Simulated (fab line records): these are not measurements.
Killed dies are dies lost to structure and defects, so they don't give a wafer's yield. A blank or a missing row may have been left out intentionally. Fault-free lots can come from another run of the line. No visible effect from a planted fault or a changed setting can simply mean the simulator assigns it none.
Struck lot and sound lot, side by side + flow nand-harc + 12 out of 1302 route steps
Sound: the wafers L561.2, L561.4, L561.6. Wafers L554.2, L554.4, L554.5 were the ones struck. The cause comes at the end.
At each step with rows: each side's tool, then ch and its chambers, then its first start. Under that, the readings that differ: sound wafers + struck wafers + difference of the means + sigmas: that difference in standard deviations of wafers without a fault.
alike: readings whose means differ by less than 2 such deviations, and words and numbers that are the same on both sides. not compared: withheld readings, readings that some wafer has no value for, bounds like >300 that may hide the same value, and numbers for which the record gives no deviation and whose values overlap.
The two part at a step that has a row with sigmas, a row that says differs or no value, or rows on one side only. Numbers that have no deviation but don't overlap get no sigmas and don't part them. A reading missing from all wafers of one side parts the sides only when that side holds two or more wafers.

NHARC_A_SOURCE_PLATE_THK_MEAS_09: measures by ellipsometry.
  struck on film-metro-02, day 11 14:56; sound on film-metro-01, day 14 08:04
  alike: thk-nm
then, 3 steps without rows for these wafers: NHARC_A_SOURCE_PLATE_PVD_04 (deposits WSi2, target thk 50 nm); NHARC_A_SOURCE_PLATE_CVD_03 (deposits poly-Si, target thk 200 nm, time 4000 s); NHARC_A_SOURCE_PLATE_ANNEAL_05 (time 1800 s).
NHARC_A_SOURCE_PLATE_THK_MEAS_06: measures by ellipsometry.
  struck on film-metro-01, day 12 03:51; sound on film-metro-02, day 14 21:10
  alike: thk-nm
NHARC_A_SOURCE_PLATE_INSPECT_08:
  struck on defect-inspect-01, day 12 03:56; sound on defect-inspect-01, day 14 21:17
  alike: raw-defect-count
then, no rows for these wafers at 1 step: NHARC_A_ONON_D1_DEP_00 (target thk 1000 nm).
NHARC_A_ONON_D1_THK_MEAS_02: measures by ellipsometry.
  struck on film-metro-02, day 12 04:32; sound on film-metro-01, day 14 21:52
  alike: thk-nm
then, no rows for these wafers at 1 step: NHARC_A_ONON_D1_DEP_03 (target thk 1000 nm).
NHARC_A_ONON_D1_THK_MEAS_05: measures by ellipsometry.
  struck on film-metro-02, day 12 05:06; sound on film-metro-02, day 14 22:26
  alike: thk-nm
NHARC_A_ONON_D1_DEP_06: target thk 1000 nm.
  struck on pecvd-onon-01, day 12 05:13; sound on pecvd-onon-01 ch 0, day 14 22:32
  no value came back on the struck wafers for n2-flow-sccm (sccm), n2o-flow-sccm (sccm); on the sound wafers n2-flow-sccm (sccm) reads 2739 2753 2738
-- the record jumps here: 16 days lie between the struck wafers' starts before and after (it left off in module A_ONON_D1 and takes up again in module END, whose first step shown is number 1302 of the route) --
NHARC_END_SORT_01:
  at this point the record logs the struck wafers (prober-01 ch 0, day 28 06:44) and has no rows for the sound ones

WHERE THEY PART
First at NHARC_A_ONON_D1_DEP_06; last, within this record, at NHARC_END_SORT_01.

WHY: whatever the simulator had introduced
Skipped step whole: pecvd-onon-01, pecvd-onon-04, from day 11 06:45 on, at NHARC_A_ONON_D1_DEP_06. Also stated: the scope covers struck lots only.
